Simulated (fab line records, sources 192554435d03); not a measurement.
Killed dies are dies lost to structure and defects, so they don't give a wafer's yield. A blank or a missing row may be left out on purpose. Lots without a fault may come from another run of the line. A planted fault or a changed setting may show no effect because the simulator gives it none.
A struck lot beside a sound one | flow n5_finfet | 14 steps out of a route of 1938
Sound: wafers L193.1, L193.3, L193.6. Struck: wafers L194.1, L194.3, L194.5. The cause comes at the end.
At each step with rows: each side's tool, then ch and its chambers, then its first start. Under that, the readings that differ: sound wafers | struck wafers | difference of the means | sigmas: that difference in standard deviations of wafers without a fault.
alike: readings whose means differ by less than 2 such deviations, and words and numbers that are the same on both sides. not compared: withheld readings, readings that some wafer has no value for, bounds like >300 that may hide the same value, and numbers for which the record gives no deviation and whose values overlap.
The two part at a step that has a row with sigmas, a row that says differs or no value, or rows on one side only. Numbers that don't overlap but have no deviation are shown without sigmas and don't part them. A reading that every wafer of one side lacks parts them only if that side has two wafers or more.

first, 6 steps without rows for these wafers: N5_BEOL_M14_EBR_06; N5_BEOL_M14_SOFTBAKE_05 (time 60 s); N5_BEOL_M14_EXPOSE_07 (exposes mask V13); N5_BEOL_M14_PEB_08 (peb time 90 s); N5_BEOL_M14_DEVELOP_09 (develop time 45 s); N5_BEOL_M14_HARDBAKE_14 (time 120 s).
N5_BEOL_M14_CD_MEAS_10: target cd 250 nm.
  sound on cd_sem-03 ch 0, day 13 18:14; struck on cd_sem-02 ch 0, day 13 20:38
  alike: cd_nm
N5_BEOL_M14_OVL_MEAS_11:
  sound on overlay-02 ch 0, day 13 18:16; struck on overlay-02 ch 0, day 13 20:40
  alike: V13_OVL
N5_BEOL_M14_INSPECT_12: inspects for defects (macro).
  sound on defect_inspect-02, day 13 18:18; struck on defect_inspect-01, day 13 20:42
  alike: raw_defect_count
N5_BEOL_M14_DESCUM_15: chemistry O2, time 7.9 s.
  sound on rie_diel-05 ch 1,2, day 13 18:20; struck on rie_diel-05 ch 0,1, day 13 21:08
  alike: bias_power_w, drypump_motor_current_A, oes_product_au, rf_vpp_V, showerhead_plenum_p_Torr, temp_c, throttle_valve_pct
  not compared: rf_hours_counter_h
N5_BEOL_M14_ETCH_59: etches BARC in N2/H2, target depth 89 nm, overetch 26.7 nm, time 67.9 s.
  sound on rie_diel-05 ch 1,2, day 13 18:22; struck on rie_diel-05 ch 0,1, day 13 21:10
  alike: drypump_motor_current_A, oes_product_au, rf_vpp_V, showerhead_plenum_p_Torr, throttle_valve_pct
  not compared: rf_hours_counter_h
N5_BEOL_M14_VIA_ETCH_16: etches SiO2 in C4F8/O2/Ar, target depth 1231.3 nm.
  sound on rie_diel-05 ch 1,2, day 13 18:25; struck on rie_diel-05 ch 0,1, day 13 21:13
  alike: C4F8_flow_sccm, drypump_motor_current_A, oes_o_777_au, oes_product_au, rf_vpp_V, showerhead_plenum_p_Torr, throttle_valve_pct
N5_BEOL_M14_STRIP_63: strips in O2.
  sound on rie_diel-05 ch 1,2, day 13 18:00; struck on rie_diel-05 ch 0,1, day 13 21:00
  no value came back on the struck wafers for any of 8 readings (bias_power_w (W), chamber_pressure_mTorr (mTorr) and others); on the sound wafers bias_power_w (W) reads 0 0 0
  reading                                    | sound | struck            | difference | sigmas
  model.coat_of_BEOL_M14_COAT_04.thk_nm (nm) | 0 0 0 | 454.2 464.4 458.4 | +459.0     |
  not compared: rf_hours_counter_h
N5_BEOL_M14_STRIP_64: strips in O2.
  sound on rie_diel-05 ch 1,2; struck on rie_diel-05 ch 0,1
  alike: chamber_pressure_mTorr, drypump_motor_current_A, oes_product_au, rf_vpp_V, showerhead_plenum_p_Torr, temp_c, throttle_valve_pct
  not compared: rf_hours_counter_h

WHERE THEY PART
Only at N5_BEOL_M14_STRIP_63, within this record. Later steps at which nothing parts them and some readings are alike: N5_BEOL_M14_STRIP_64.

WHY: what the simulator had put in
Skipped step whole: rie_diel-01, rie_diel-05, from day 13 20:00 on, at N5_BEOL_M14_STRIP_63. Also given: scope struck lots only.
